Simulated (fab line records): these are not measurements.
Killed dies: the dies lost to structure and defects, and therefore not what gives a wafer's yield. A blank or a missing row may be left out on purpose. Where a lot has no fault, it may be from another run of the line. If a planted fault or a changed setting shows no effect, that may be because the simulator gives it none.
Split-lot trial -- flow n5_finfet -- on a route of 1938 steps: 7 lots, 21 wafers read

## ON THE SPLIT
At N5_BEOL_M11_ETCH_62 (etches SOC in N2/H2, target depth 110 nm, overetch 22 nm, time 165 s), the setting time_s was moved away from the recipe's 165 s on 12 of the 21 wafers read, by -22.2% to +20.1%. This setting was run at the recipe's value on the other wafers.

The split's own step is where the reading is taken.

## THE READING
SiARC_of_BEOL_M11_COAT_60.thk_nm (the simulator's own value, which no gauge read), in nm, at N5_BEOL_M11_ETCH_62 (etches SOC in N2/H2, target depth 110 nm, overetch 22 nm, time 165 s). The file does not state a usual value for it. Here, 9 wafers ran the recipe; their average is 23.5 nm with a standard deviation of 0.19 nm.

wafer,"tool, chamber at the split","time_s as run, s",against the recipe,"SiARC_of_BEOL_M11_COAT_60.thk_nm, nm",against lot-mates on the recipe
L077.1,"rie_diel-02, 3",132.1,-19.9%,25.2,+1.4
L077.2,"rie_diel-02, 0",165,recipe,23.8,-
L077.3,"rie_diel-02, 1",132.1,-19.9%,24.8,+1.0
L078.3,"rie_diel-02, 2",165,recipe,23.4,-
L078.4,"rie_diel-02, 3",165,recipe,23.8,-
L078.5,"rie_diel-02, 0",147.7,-10.5%,24.4,+0.8
L079.2,"rie_diel-01, 1",198,+20.0%,22.6,no lot-mate on the recipe
L079.4,"rie_diel-01, 3",198,+20.0%,21.4,no lot-mate on the recipe
L079.5,"rie_diel-01, 0",198,+20.0%,22.2,no lot-mate on the recipe
L080.3,"rie_diel-01, 0",128.4,-22.2%,25,+1.6
L080.4,"rie_diel-01, 3",165,recipe,23.2,-
L080.5,"rie_diel-01, 0",165,recipe,23.6,-
L091.4,"rie_diel-03, 0",142.4,-13.7%,24.4,+0.8
L091.5,"rie_diel-03, 0",142.4,-13.7%,24.4,+0.8
L091.6,"rie_diel-03, 1",165,recipe,23.6,-
L094.2,"rie_diel-03, 2,0,0",165,recipe,23.4,-
L094.3,"rie_diel-03, 2,0,0",165,recipe,23.4,-
L094.4,"rie_diel-03, 2,0,0",165,recipe,23.4,-
L095.2,"rie_diel-02, 1,0",198.1,+20.1%,22.4,no lot-mate on the recipe
L095.3,"rie_diel-02, 1,0",198.1,+20.1%,22.4,no lot-mate on the recipe
L095.5,"rie_diel-02, 1",198.1,+20.1%,22.2,no lot-mate on the recipe
The file does not say which wafer passed through which chamber wherever a row lists several chambers: such a row stands for several wafers.

FIT RESULTS
A straight line over all 21 wafers: SiARC_of_BEOL_M11_COAT_60.thk_nm changes by -0.068 nm for each +1% of time_s; r = -0.97; the points scatter about the line by 0.27 nm.
The same after taking each lot's own level away (the mean of its wafers on the recipe; 15 wafers): -0.0642 nm for each +1%; r = -0.97; scatter 0.16 nm.
The reading moves by 1.4 nm for the largest change in time_s, on that fit.
From 23.40 to 23.80 nm: that is the span of the lots' own levels, equal to 2.1 times the standard deviation above.
Hence the lot-to-lot level has little effect on the slope; both slopes agree.
Check: +1.35 nm against its lot-mates is what the line predicts for one of the wafers moved furthest among these (-22.2%) when that wafer is left out of the fit. It came out at +1.6 nm against them.

## FURTHER SPLITS ON THESE WAFERS
Note: prior to the reading, these wafers also went through further splits. Each is held against what the fit with the lots' levels taken away leaves over:
other split on the same wafers,wafers away from the commonest value,r with SiARC_of_BEOL_M11_COAT_60.thk_nm (lot level and that fit taken away)
N5_BEOL_M7_EXPOSE_25 dose_mj,9,-0.35
N5_BEOL_M8_ALD_77 ald_cycles,11,+0.19
N5_BEOL_M9_EXPOSE_08 dose_mj,7,-0.25
N5_BEOL_M9_ETCH_62 time_s,10,+0.18
N5_BEOL_M10_EXPOSE_08 dose_mj,8,-0.04

## THE FILE'S OWN FIT
SiARC_of_BEOL_M11_COAT_60.thk_nm changes by -0.0663 nm for each +1% of time_s, r = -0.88.
